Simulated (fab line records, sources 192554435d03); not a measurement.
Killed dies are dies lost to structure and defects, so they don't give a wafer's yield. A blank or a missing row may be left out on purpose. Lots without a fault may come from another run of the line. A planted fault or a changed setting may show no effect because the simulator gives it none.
Split-lot experiment | flow n5_finfet | 7 lots, 21 wafers read, on a route of 1938 steps

THE SPLIT
At N5_DUMMY_GATE_COAT_28 (time 60 s, resist thk 10 nm), the setting spin_rpm was moved away from the recipe's 1500 rpm on 8 of the 21 wafers read, by -7.1% to +8.8%. The other wafers ran this setting at the recipe's value.

The reading is taken at the split's own step.

THE READING
underlayer_of_DUMMY_GATE_COAT_28.thk_nm (the simulator's own value, which no gauge read), in nm, at N5_DUMMY_GATE_COAT_28 (time 60 s, resist thk 10 nm). The file gives no usual value for it.

wafer  | tool, chamber at the split | spin_rpm as run, rpm | against the recipe | underlayer_of_DUMMY_GATE_COAT_28.thk_nm, nm | against lot-mates on the recipe
L076.3 | litho_track-01, 0          | 1422                 | -5.2%              | 10.2                                        | +0.2
L076.4 | litho_track-01, 0          | 1500                 | recipe             | 10                                          | -
L076.5 | litho_track-01, 0          | 1500                 | recipe             | 10                                          | -
L079.1 | litho_track-04, 0          | 1500                 | recipe             | 10                                          | -
L079.5 | litho_track-04, 0          | 1500                 | recipe             | 10                                          | -
L079.6 | litho_track-04, 0          | 1582                 | +5.5%              | 9.8                                         | -0.2
L085.1 | litho_track-04, 0          | 1500                 | recipe             | 10                                          | -
L085.3 | litho_track-04, 0          | 1500                 | recipe             | 10                                          | -
L085.5 | litho_track-04, 0          | 1632                 | +8.8%              | 9.6                                         | -0.4
L086.1 | litho_track-01, 0          | 1441                 | -3.9%              | 10.2                                        | no lot-mate on the recipe
L086.2 | litho_track-01, 0          | 1441                 | -3.9%              | 10.2                                        | no lot-mate on the recipe
L086.3 | litho_track-01, 0          | 1441                 | -3.9%              | 10.2                                        | no lot-mate on the recipe
L087.3 | litho_track-04, 0          | 1500                 | recipe             | 10                                          | -
L087.4 | litho_track-04, 0          | 1500                 | recipe             | 10                                          | -
L087.5 | litho_track-04, 0          | 1500                 | recipe             | 10                                          | -
L088.3 | litho_track-02, 0          | 1500                 | recipe             | 10                                          | -
L088.5 | litho_track-02, 0          | 1500                 | recipe             | 10                                          | -
L088.4 | litho_track-02, 0          | 1393                 | -7.1%              | 10.4                                        | +0.4
L089.1 | litho_track-01, 0          | 1500                 | recipe             | 10                                          | -
L089.5 | litho_track-01, 0          | 1500                 | recipe             | 10                                          | -
L089.4 | litho_track-01, 0          | 1553                 | +3.5%              | 9.8                                         | -0.2

THE FIT
A straight line over all 21 wafers: underlayer_of_DUMMY_GATE_COAT_28.thk_nm changes by -0.0473 nm for each +1% of spin_rpm; r = -0.99; the points scatter about the line by 0.024 nm.
The same after taking each lot's own level away (the mean of its wafers on the recipe; 18 wafers): -0.0467 nm for each +1%; r = -0.99; scatter 0.026 nm.
On that fit, the largest move of spin_rpm shifts the reading by 0.41 nm.
The lots' own levels span 10.00 to 10.00 nm.
So the lot-to-lot level changes the slope little: the two slopes agree.
Check: with one of the wafers moved furthest among these (+8.8%) left out of the fit, the line predicts -0.413 nm for it against its lot-mates. It came out at -0.4 nm against them.

OTHER SPLITS ON THESE WAFERS
These wafers also went through other splits before the reading. Each is held against what the fit with the lots' levels taken away leaves over:
other split on the same wafers    | wafers away from the commonest value | r with underlayer_of_DUMMY_GATE_COAT_28.thk_nm (lot level and that fit taken away)
N5_WELL_APT_EXPOSE_22 dose_mj     | 5                                    | +0.09
N5_WELL_APT_PEB_23 peb_temp_c     | 6                                    | -0.01
N5_FIN_SAQP_SPACER1_ALD_24 temp_c | 7                                    | -0.15
N5_FIN_SAQP_ETCH_65 time_s        | 8                                    | +0.20
N5_FIN_CUT_COAT_19 spin_rpm       | 7                                    | -0.31

THE FILE'S OWN FIT
underlayer_of_DUMMY_GATE_COAT_28.thk_nm changes by -0.0466 nm for each +1% of spin_rpm, r = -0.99.
